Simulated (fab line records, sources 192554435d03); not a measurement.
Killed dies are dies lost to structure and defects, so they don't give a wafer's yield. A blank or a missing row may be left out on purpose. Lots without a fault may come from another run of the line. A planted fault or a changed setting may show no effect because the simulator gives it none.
Chamber matching | flow n5_finfet | N5_FIN_SAQP_ETCH_34 on rie_diel-04: 4 sister chambers
The step etches SiO2 in C4F6/O2, target depth 45 nm, time 15 s. 20 wafers are shown with their chamber, then 10 later ones without.

WAFERS WITH THEIR CHAMBER
wafer  | chamber | rf_vpp_V (V) | drypump_motor_current_A (A) | showerhead_plenum_p_Torr (Torr)
L076.1 | 2       | 635          | 6.1                         | 2.72
L076.2 | 0       | 656          | 5.5                         | 2.91
L076.5 | 1       | 693          | 4.9                         | 2.75
L077.3 | 2       | 636          | 6.1                         | 2.72
L077.4 | 0       | 656          | 5.5                         | 2.91
L077.6 | 3       | 668          | 5.3                         | 2.73
L084.4 | 2       | 637          | 6.2                         | 2.72
L084.5 | 1       | 692          | 4.9                         | 2.74
L084.6 | 2       | 634          | 6.2                         | 2.72
L087.2 | 3       | 666          | 5.3                         | 2.72
L087.4 | 1       | 694          | 4.9                         | 2.74
L087.5 | 1       | 694          | 4.8                         | 2.74
L088.1 | 1       | 692          | 4.9                         | 2.74
L088.2 | 0       | 654          | 5.5                         | 2.90
L088.4 | 3       | 668          | 5.3                         | 2.72
L093.1 | 2       | 635          | 6.2                         | 2.71
L093.2 | 1       | 693          | 4.9                         | 2.73
L093.3 | 3       | 667          | 5.3                         | 2.71
L094.2 | 1       | 694          | 4.9                         | 2.73
L094.4 | 0       | 656          | 5.5                         | 2.89

SIGNATURES (means of the wafers above)
reading                  | chamber 0 | chamber 1 | chamber 2 | chamber 3 | scatter within a chamber
rf_vpp_V                 | 655.50    | 693.14    | 635.40    | 667.25    | 0.994
drypump_motor_current_A  | 5.500     | 4.886     | 6.160     | 5.300     | 0.0359
showerhead_plenum_p_Torr | 2.9025    | 2.7386    | 2.7180    | 2.7200    | 0.00725
Rule: a wafer's distance from a chamber is the root of the sum, over the readings, of the square of ((its reading less the chamber's mean) divided by the reading's scatter). The wafer belongs to the nearest chamber; if the next one is less than 2 further off, it can't be placed. The scatter: the root of (the sum of the squares of (reading less its chamber's mean) over the shown wafers, divided by (wafers less chambers)).

WAFERS WITHOUT THEIR CHAMBER
wafer  | rf_vpp_V (V) | drypump_motor_current_A (A) | showerhead_plenum_p_Torr (Torr)
L094.5 | 635          | 6.1                         | 2.71
L095.2 | 665          | 5.3                         | 2.71
L095.3 | 635          | 6.1                         | 2.71
L095.4 | 656          | 5.5                         | 2.89
L096.2 | 665          | 5.3                         | 2.71
L096.3 | 636          | 6.2                         | 2.70
L096.6 | 693          | 4.9                         | 2.73
L097.2 | 636          | 6.2                         | 2.70
L097.4 | 694          | 4.9                         | 2.73
L097.6 | 692          | 4.9                         | 2.73

WHICH CHAMBER EACH WENT THROUGH
wafer  | from the rows above | in truth
L094.5 | 2                   | 2
L095.2 | 3                   | 3
L095.3 | 2                   | 2
L095.4 | 0                   | 0
L096.2 | 3                   | 3
L096.3 | 2                   | 2
L096.6 | 1                   | 1
L097.2 | 2                   | 2
L097.4 | 1                   | 1
L097.6 | 1                   | 1
Placed correctly: 10 of 10. Can't be placed from these rows: 0. Placed wrongly: 0.
